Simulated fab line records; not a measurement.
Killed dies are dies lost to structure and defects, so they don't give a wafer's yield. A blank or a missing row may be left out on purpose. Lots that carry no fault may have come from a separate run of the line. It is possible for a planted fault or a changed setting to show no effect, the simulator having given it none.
Which tool was responsible? -- flow n5Finfet -- 24 lots with 72 wafers sampled at 4 steps, on a route of 1938 steps

== WHAT THE GAUGES READ, wafer by wafer ==
N5_BEOL_M2_OVL_MEAS_29. Usual: V1_OVL typically reads -0.5 nm, with standard deviation 0.65.
lot,measured,on,V1_OVL (nm),flag
L074,day 6 18:15,overlay-01,0.8 0.8 0.0,
L075,day 7 02:02,overlay-01,-0.9 -1.1 -1.6,
L076,day 7 06:47,overlay-01,-0.5 -1.0 -1.1,
L078,day 7 07:13,overlay-01,-0.7 0.4 0.1,
L077,day 7 11:55,overlay-02,-1.5 -0.5 0.0,
L079,day 7 20:59,overlay-02,0.3 0.0 0.3,
L080,day 8 09:48,overlay-01,-1.2 -0.7 -1.4,
L081,day 8 13:15,overlay-02,-0.4 -1.1 0.2,
L082,day 8 20:35,overlay-02,0.4 -1.5 0.0,
L083,day 9 13:47,overlay-02,-0.3 -0.1 0.2,
L084,day 9 17:53,overlay-02,-0.6 -0.3 0.2,
L087,day 10 02:16,overlay-01,-0.6 -0.7 -0.2,
L086,day 10 04:18,overlay-01,0.0 -0.7 -0.1,
L088,day 10 06:59,overlay-02,0.2 -0.3 -0.2,
L085,day 10 09:53,overlay-01,-0.9 -0.6 -0.8,
L089,day 10 12:01,overlay-02,-1.2 -1.2 -0.7,
L090,day 10 13:47,overlay-01,-1.2 -1.4 -0.7,
L091,day 11 02:25,overlay-01,0.4 -1.1 -0.2,
L092,day 11 04:02,overlay-01,0.2 -0.1 0.4,
L093,day 11 11:10,overlay-01,-0.8 -0.4 0.2,
L094,day 12 03:28,overlay-02,-1.0 -0.5 -1.2,
L095,day 12 03:38,overlay-02,0.0 -0.9 0.4,
L096,day 12 08:10,overlay-01,0.4 -0.1 1.0,
L097,day 12 15:27,overlay-02,-0.6 0.2 -0.5,

N5_BEOL_M2_OCD_MEAS_38. Usual: trenchDepthNm 55.2 nm, standard deviation 0.68.
lot,measured,on,trenchDepthNm (nm),flag
L074,day 6 20:13,ocd-02,56.8 55.9 54.9,
L075,day 7 05:27,ocd-02,56.0 55.5 56.2,
L076,day 7 10:20,ocd-01,56.7 54.9 55.5,
L078,day 7 10:26,ocd-01,55.8 55.2 53.8,
L077,day 7 13:26,ocd-01,55.7 55.5 55.4,
L079,day 7 22:47,ocd-02,55.2 55.6 56.2,
L080,day 8 13:22,ocd-01,55.9 54.8 55.2,
L081,day 9 08:56,ocd-02,54.6 55.9 54.6,
L082,day 9 14:38,ocd-01,55.0 54.9 56.6,
L083,day 9 15:49,ocd-02,55.4 54.1 54.5,
L084,day 9 23:43,ocd-02,54.3 55.3 54.1,
L087,day 10 03:28,ocd-02,55.4 54.7 55.3,
L086,day 10 05:35,ocd-01,55.0 55.4 54.9,
L088,day 10 16:12,ocd-01,56.3 55.6 55.1,
L085,day 10 16:12,ocd-02,54.6 55.3 54.6,
L089,day 10 20:56,ocd-01,54.4 54.1 54.4,
L090,day 11 00:29,ocd-02,54.9 55.1 55.6,
L091,day 11 07:05,ocd-02,54.2 55.0 54.6,
L092,day 11 05:41,ocd-02,54.6 55.5 54.8,
L093,day 11 17:08,ocd-02,54.2 55.4 54.8,
L094,day 12 05:40,ocd-02,55.5 55.9 55.4,
L095,day 12 10:38,ocd-02,55.5 56.3 54.9,
L096,day 12 15:33,ocd-02,55.1 56.5 54.7,
L097,day 12 23:20,ocd-02,55.2 55.8 55.5,

== WHAT TOOL EACH LOT RAN ON (gives the tool, then ch and the chambers of the sampled wafers, and finally the start) ==
lot,N5_BEOL_M2_ALD_98,N5_BEOL_M2_STRIP_36
L074,"aldSin-02 ch 1,2, day 6 18:37","rieDiel-02 ch 0,1, day 6 20:01"
L075,"aldSin-04 ch 1,2,3, day 7 02:16","rieDiel-06 ch 0,3, day 7 05:16"
L076,"aldSin-01 ch 0,2,3, day 7 07:22","rieDiel-06 ch 0,3, day 7 10:08"
L078,"aldSin-04 ch 0,3, day 7 07:31","rieDiel-02 ch 1,2,3, day 7 10:14"
L077,"aldSin-01 ch 0,1,2, day 7 12:08","rieDiel-01 ch 0,1,2, day 7 13:15"
L079,"aldSin-01 ch 1,2, day 7 22:13","rieDiel-02 ch 0,1,3, day 7 22:35"
L080,"aldSin-04 ch 1,2,3, day 8 10:02","rieDiel-06 ch 0,1,3, day 8 13:10"
L081,"aldSin-02 ch 0,1,3, day 8 14:38","rieDiel-06 ch 1,2,3, day 9 08:44"
L082,"aldSin-04 ch 0,1, day 8 20:52","rieDiel-02 ch 1,2, day 9 14:26"
L083,"aldSin-01 ch 0,3, day 9 15:01","rieDiel-01 ch 0,1, day 9 15:37"
L084,"aldSin-02 ch 0,1,3, day 9 19:19","rieDiel-02 ch 1,2, day 9 23:31"
L087,"aldSin-04 ch 0,1, day 10 02:46","rieDiel-06 ch 0,1,3, day 10 03:16"
L086,"aldSin-01 ch 0,3, day 10 05:01","rieDiel-06 ch 0,1,3, day 10 05:24"
L088,"aldSin-04 ch 1,2,3, day 10 07:16","rieDiel-06 ch 0,1,2, day 10 16:01"
L085,"aldSin-02 ch 2,3, day 10 10:27","rieDiel-01 ch 1,2, day 10 16:01"
L089,"aldSin-01 ch 0,3, day 10 12:14","rieDiel-01 ch 1,2,3, day 10 20:45"
L090,"aldSin-04 ch 2,3, day 10 14:08","rieDiel-06 ch 1,2,3, day 11 00:17"
L091,"aldSin-01 ch 0,1,2, day 11 02:38","rieDiel-01 ch 1,2,3, day 11 06:54"
L092,"aldSin-02 ch 0,2,3, day 11 04:31","rieDiel-01 ch 1,2,3, day 11 05:31"
L093,"aldSin-04 ch 1,2,3, day 11 11:31","rieDiel-01 ch 1,2,3, day 11 16:57"
L094,"aldSin-04 ch 0,3, day 12 04:13","rieDiel-06 ch 1,2, day 12 05:28"
L095,"aldSin-02 ch 1,3, day 12 04:24","rieDiel-06 ch 0,1,3, day 12 10:26"
L096,"aldSin-02 ch 0,1,3, day 12 08:40","rieDiel-01 ch 0,1,3, day 12 15:22"
L097,"aldSin-01 ch 2,3, day 12 15:46","rieDiel-06 ch 1,2,3, day 12 23:08"
- N5_BEOL_M2_ALD_98: deposits SiO2, target thk 2.5 nm, pulse time 1 s, co reactant pulse time 1 s.
- N5_BEOL_M2_STRIP_36: strips in N2/H2.

== WHAT THE TOOLS THEMSELVES READ (means of the sampled wafers that have a number; where no wafer has one, the mark that the record gives instead) ==
N5_BEOL_M2_ALD_98. Usual: heaterPowerW 83 W, standard deviation 9.4; precursorPulseHeightRel 1.001, standard deviation 0.019.
lot,tool,heaterPowerW (W),precursorPulseHeightRel,flag
L074,aldSin-02,83,1.004,
L075,aldSin-04,89,1.019,
L076,aldSin-01,74,0.998,
L078,aldSin-04,92,0.981,
L077,aldSin-01,71,1.011,
L079,aldSin-01,75,0.997,
L080,aldSin-04,90,1.017,
L081,aldSin-02,86,1.000,
L082,aldSin-04,91,1.004,
L083,aldSin-01,70,1.026,
L084,aldSin-02,85,0.990,
L087,aldSin-04,90,0.993,
L086,aldSin-01,80,1.009,
L088,aldSin-04,90,0.999,
L085,aldSin-02,83,0.999,
L089,aldSin-01,80,1.003,
L090,aldSin-04,90,0.997,
L091,aldSin-01,69,0.997,
L092,aldSin-02,84,1.004,
L093,aldSin-04,91,1.006,
L094,aldSin-04,93,0.983,
L095,aldSin-02,87,1.009,
L096,aldSin-02,86,1.019,
L097,aldSin-01,79,0.996,

N5_BEOL_M2_STRIP_36. Usual: chamberPressureMTorr 20.00 mTorr, standard deviation 0.031; drypumpMotorCurrentA 5.7 A, standard deviation 0.45; oesProductAu 0.79 a.u., standard deviation 0.083; rfVppV 59.0 V, standard deviation 1.4; showerheadPlenumPTorr 2.54 Torr, standard deviation 0.12; throttleValvePct 23.75 %, standard deviation 0.21.
lot,tool,chamberPressureMTorr (mTorr),drypumpMotorCurrentA (A),oesProductAu (a.u.),rfVppV (V),showerheadPlenumPTorr (Torr),throttleValvePct (%),flag
L074,rieDiel-02,19.99,5.6,0.81,60.5,2.68,23.91,
L075,rieDiel-06,20.01,6.1,0.90,58.1,2.55,23.42,
L076,rieDiel-06,20.00,6.1,0.90,58.8,2.55,23.41,
L078,rieDiel-02,20.01,5.6,0.76,58.8,2.57,23.75,
L077,rieDiel-01,19.97,5.1,0.74,57.5,2.40,23.82,
L079,rieDiel-02,20.02,5.7,0.79,58.7,2.62,23.75,
L080,rieDiel-06,20.01,6.1,0.90,58.3,2.62,23.58,
L081,rieDiel-06,20.00,6.2,0.83,59.2,2.57,23.74,
L082,rieDiel-02,20.00,5.4,0.76,60.2,2.62,23.92,
L083,rieDiel-01,20.02,5.2,0.76,58.9,2.43,23.85,
L084,rieDiel-02,19.98,5.4,0.73,58.7,2.56,23.88,
L087,rieDiel-06,19.99,6.1,0.86,59.6,2.61,23.61,
L086,rieDiel-06,19.99,6.1,0.87,60.0,2.61,23.60,
L088,rieDiel-06,19.97,5.9,0.80,58.9,2.63,23.81,
L085,rieDiel-01,20.02,5.0,0.74,59.4,2.36,23.95,
L089,rieDiel-01,19.98,5.3,0.79,59.3,2.45,23.84,
L090,rieDiel-06,20.01,6.2,0.82,59.1,2.56,23.76,
L091,rieDiel-01,19.99,5.2,0.79,59.1,2.45,23.85,
L092,rieDiel-01,20.00,5.3,0.78,59.6,2.45,23.85,
L093,rieDiel-01,20.00,5.3,0.77,57.4,2.44,23.85,
L094,rieDiel-06,20.03,6.0,0.74,58.6,2.57,23.98,
L095,rieDiel-06,20.00,6.1,0.84,58.8,2.61,23.63,
L096,rieDiel-01,19.99,5.3,0.86,57.9,2.58,23.66,
L097,rieDiel-06,19.99,6.2,0.80,59.2,2.55,23.80,

== THE ANSWER, worked out from the rows above alone ==
Rule: lot off if the mean of its wafers having a number is beyond 3 standard deviations from the usual mean. Also off: a lot with no number at a reading for which 4 or more lots have one. Any other lot the step has rows for is counted as sound. Order of review: gauges by route order, followed by the tools' own readings, for which a lot's mean as printed above is used. The first step at which some lot is off is used, and at that step the reading that is off furthest; a lot without a number counts as furthest.
Across all readings shown, no lot is off: no conclusion can be drawn from this.

== WHAT WAS PUT IN BY THE SIMULATOR ==
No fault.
